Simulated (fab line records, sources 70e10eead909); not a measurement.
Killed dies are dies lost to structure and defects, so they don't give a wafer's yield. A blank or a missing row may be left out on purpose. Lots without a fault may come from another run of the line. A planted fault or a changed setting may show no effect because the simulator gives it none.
Which tool did it? | flow nand_harc | 11 lots, 33 wafers sampled, at 6 steps of a route of 1302

WHAT THE GAUGES READ, wafer by wafer
NHARC_A_ONON_D2_THK_MEAS_24: measures by ellipsometry.
lot  | measured     | on            | thk_nm (nm)
L478 | day 13 17:05 | film_metro-02 | 1010 1009 1009
L479 | day 14 11:14 | film_metro-02 | 1006 1008 1006
L485 | day 16 15:45 | film_metro-01 | 294 296 296
L486 | day 17 17:50 | film_metro-01 | 275 277 275
L492 | day 19 21:41 | film_metro-01 | 994 992 993
L493 | day 19 21:41 | film_metro-02 | 999 999 1001
L494 | day 20 16:17 | film_metro-02 | 1012 1009 1012
L495 | day 21 12:47 | film_metro-01 | 1015 1014 1016
L496 | day 21 12:47 | film_metro-02 | 1007 1006 1007
L497 | day 21 13:08 | film_metro-02 | 1005 1004 1007
L498 | day 22 04:23 | film_metro-02 | 997 996 997

NHARC_END_SORT_01.
lot  | measured     | on        | killed_at_array | killed_at_other | killed_at_periphery | killed_dies | killed_open | killed_short
L485 | day 28 05:04 | prober-02 | 667 669 673     | 0 0 0           | 10 8 4              | 677 677 677 | 3 4 4       | 2 6 1
L486 | day 29 07:24 | prober-01 | 664 671 667     | 2 0 3           | 11 6 7              | 677 677 677 | 3 1 4       | 6 0 3

WHICH TOOL RAN EACH LOT (tool, then ch and the chambers of the sampled wafers, then the start)
lot  | NHARC_A_CHANNEL_HOLE_D1_ETCH_26  | NHARC_A_CHANNEL_HOLE_D1_ETCH_44    | NHARC_A_CHANNEL_HOLE_D1_STRIP_27              | NHARC_A_ONON_D2_DEP_22
L478 | har_etch-01 ch 0,1, day 9 21:25  | rie_diel-05 ch 1,2,3, day 9 22:22  | rie_diel-05 ch 0,1,2, day 13 16:34 or earlier | pecvd_onon-02 ch 0, day 13 16:34
L479 | har_etch-01 ch 0,1, day 10 03:03 | rie_diel-05 ch 0,3, day 10 04:00   | rie_diel-05 ch 1,2, day 14 10:47 or earlier   | pecvd_onon-01 ch 0, day 14 10:47
L485 | har_etch-01 ch 0,1, day 12 15:46 | rie_diel-05 ch 0,2,3, day 12 16:44 | rie_diel-05 ch 0,1,3, day 16 15:15 or earlier | pecvd_onon-01 ch 0, day 16 15:15
L486 | har_etch-01 ch 0,1, day 13 13:41 | rie_diel-05 ch 0,1, day 13 14:38   | rie_diel-05 ch 0,1,2, day 17 17:20 or earlier | pecvd_onon-01 ch 0, day 17 17:20
L492 | har_etch-01 ch 0,1, day 15 18:21 | rie_diel-05 ch 0,1,3, day 15 19:20 | rie_diel-05 ch 0,1,3, day 19 21:14 or earlier | pecvd_onon-04 ch 0, day 19 21:14
L493 | har_etch-02 ch 0,1, day 15 21:53 | rie_diel-05 ch 0,2,3, day 15 22:48 | rie_diel-05 ch 0,1,2, day 19 21:13 or earlier | pecvd_onon-02 ch 0, day 19 21:13
L494 | har_etch-01 ch 0,1, day 16 10:45 | rie_diel-05 ch 0,1,3, day 16 11:37 | rie_diel-05 ch 0,1,3, day 20 15:53 or earlier | pecvd_onon-01 ch 0, day 20 15:53
L495 | har_etch-01 ch 0,1, day 17 09:32 | rie_diel-06 ch 1,2, day 17 10:29   | rie_diel-06 ch 0,1, day 21 12:16 or earlier   | pecvd_onon-01 ch 0, day 21 12:16
L496 | har_etch-01 ch 0,1, day 17 17:29 | rie_diel-09 ch 0,1,2, day 17 18:27 | rie_diel-09 ch 2,3, day 21 12:17 or earlier   | pecvd_onon-02 ch 0, day 21 12:17
L497 | har_etch-02 ch 0, day 17 17:40   | rie_diel-05 ch 1,2,3, day 17 18:37 | rie_diel-05 ch 1,2,3, day 21 12:37 or earlier | pecvd_onon-01 ch 0, day 21 12:37
L498 | har_etch-01 ch 0,1, day 18 00:24 | rie_diel-06 ch 0,1,3, day 18 01:21 | rie_diel-06 ch 0,1,3, day 22 03:53 or earlier | pecvd_onon-01 ch 0, day 22 03:53
- NHARC_A_CHANNEL_HOLE_D1_ETCH_26: etches the open film in C4F8/O2/Ar, time 224.1 s, target depth 300 nm.
- NHARC_A_CHANNEL_HOLE_D1_ETCH_44: etches the open film in CF4/O2, target depth 140 nm, overetch 14 nm, time 77 s.
- NHARC_A_CHANNEL_HOLE_D1_STRIP_27: strips in O2.
- NHARC_A_ONON_D2_DEP_22: target thk 1000 nm.

WHAT THE TOOLS THEMSELVES READ (means of the sampled wafers that have a number; where no wafer has one, the mark that the record gives instead)
NHARC_A_CHANNEL_HOLE_D1_ETCH_26.
lot  | tool        | drypump_motor_current_A (A) | he_backside_leak_sccm (sccm) | showerhead_plenum_p_Torr (Torr) | throttle_valve_pct (%)
L478 | har_etch-01 | 5.9                         | 5.3                          | 3.69                            | 24.582
L479 | har_etch-01 | 5.9                         | 5.3                          | 3.69                            | 24.592
L485 | har_etch-01 | 5.9                         | 6.9                          | 3.67                            | 24.588
L486 | har_etch-01 | 5.9                         | 5.6                          | 3.66                            | 24.589
L492 | har_etch-01 | 6.1                         | 6.0                          | 3.61                            | 24.581
L493 | har_etch-02 | 5.5                         | 7.4                          | 3.68                            | 24.581
L494 | har_etch-01 | 6.1                         | 6.0                          | 3.61                            | 24.578
L495 | har_etch-01 | 5.9                         | 6.2                          | 3.63                            | 24.581
L496 | har_etch-01 | 6.1                         | 6.3                          | 3.59                            | 24.590
L497 | har_etch-02 | 6.4                         | 5.2                          | 3.67                            | 24.583
L498 | har_etch-01 | 6.1                         | 6.1                          | 3.59                            | 24.586

NHARC_A_CHANNEL_HOLE_D1_ETCH_44.
lot  | tool        | drypump_motor_current_A (A) | oes_product_au (a.u.) | rf_vpp_V (V) | showerhead_plenum_p_Torr (Torr) | throttle_valve_pct (%)
L478 | rie_diel-05 | 6.0                         | 1.003                 | 198.5        | 1.36                            | 13.397
L479 | rie_diel-05 | 5.7                         | 1.016                 | 198.9        | 1.38                            | 13.409
L485 | rie_diel-05 | 5.8                         | 1.004                 | 198.0        | 1.34                            | 13.388
L486 | rie_diel-05 | 5.4                         | 0.990                 | 198.1        | 1.37                            | 13.402
L492 | rie_diel-05 | 5.6                         | 0.996                 | 198.5        | 1.38                            | 13.398
L493 | rie_diel-05 | 5.8                         | 0.995                 | 198.1        | 1.34                            | 13.390
L494 | rie_diel-05 | 5.6                         | 0.989                 | 198.1        | 1.38                            | 13.395
L495 | rie_diel-06 | 5.0                         | 0.999                 | 197.8        | 1.35                            | 13.394
L496 | rie_diel-09 | 5.9                         | 0.996                 | 197.9        | 1.37                            | 13.402
L497 | rie_diel-05 | 6.0                         | 0.999                 | 198.3        | 1.36                            | 13.398
L498 | rie_diel-06 | 5.4                         | 1.007                 | 197.8        | 1.32                            | 13.399

NHARC_A_CHANNEL_HOLE_D1_STRIP_27.
lot  | tool        | drypump_motor_current_A (A) | oes_product_au (a.u.) | rf_vpp_V (V) | showerhead_plenum_p_Torr (Torr) | throttle_valve_pct (%)
L478 | rie_diel-05 | 5.8                         | 0.996                 | 58.3         | 3.57                            | 17.030
L479 | rie_diel-05 | 5.9                         | 0.999                 | 58.0         | 3.61                            | 17.032
L485 | rie_diel-05 | 5.6                         | 0.996                 | 58.6         | 3.64                            | 17.037
L486 | rie_diel-05 | 5.7                         | 0.997                 | 57.3         | 3.56                            | 17.037
L492 | rie_diel-05 | 5.7                         | 0.996                 | 58.1         | 3.64                            | 17.043
L493 | rie_diel-05 | 5.8                         | 1.000                 | 58.5         | 3.56                            | 17.040
L494 | rie_diel-05 | 5.6                         | 0.994                 | 57.6         | 3.64                            | 17.029
L495 | rie_diel-06 | 5.3                         | 0.994                 | 57.9         | 3.49                            | 17.039
L496 | rie_diel-09 | 6.0                         | 0.996                 | 58.2         | 3.61                            | 17.041
L497 | rie_diel-05 | 6.0                         | 0.998                 | 57.7         | 3.59                            | 17.032
L498 | rie_diel-06 | 5.4                         | 0.999                 | 58.0         | 3.48                            | 17.038

THE ANSWER, worked out from the rows above alone
Rule: what is usual is taken from the lots themselves. Put in order of their means at a reading, lots are off if they are a third of the lots or fewer, leave a main group of 4 or more, and stand apart from it by a gap of 3 or more times the standard deviation of the main group's means; of several such gaps the widest counts. A main group whose means are all the same, to the digits that the tables above print for the reading, isn't used. A lot without any number at a reading at which 4 lots or more have one is off too. The other lots that the step has rows for count as sound. The gauges are gone through in route order, then the tools' own readings, and for those a lot's mean is taken as printed above. The first step at which some lot is off is used, and at that step the reading that is off furthest; a lot without a number counts as furthest.
Off: L485, L486, at NHARC_A_ONON_D2_THK_MEAS_24 (thk_nm). The main group: mean 1005 nm, standard deviation 6.7.
A tool fits if, at a process step before that reading, it ran every lot that is off, and no sound lot after the first of them. The gauges at NHARC_A_ONON_D2_THK_MEAS_24 are tried like those tools. NHARC_A_CHANNEL_HOLE_D1_STRIP_27 gives no start for some lots, so the hours and the order of its lots are those of NHARC_A_ONON_D2_DEP_22. None of those tried fits.

WHAT THE SIMULATOR HAD PUT IN
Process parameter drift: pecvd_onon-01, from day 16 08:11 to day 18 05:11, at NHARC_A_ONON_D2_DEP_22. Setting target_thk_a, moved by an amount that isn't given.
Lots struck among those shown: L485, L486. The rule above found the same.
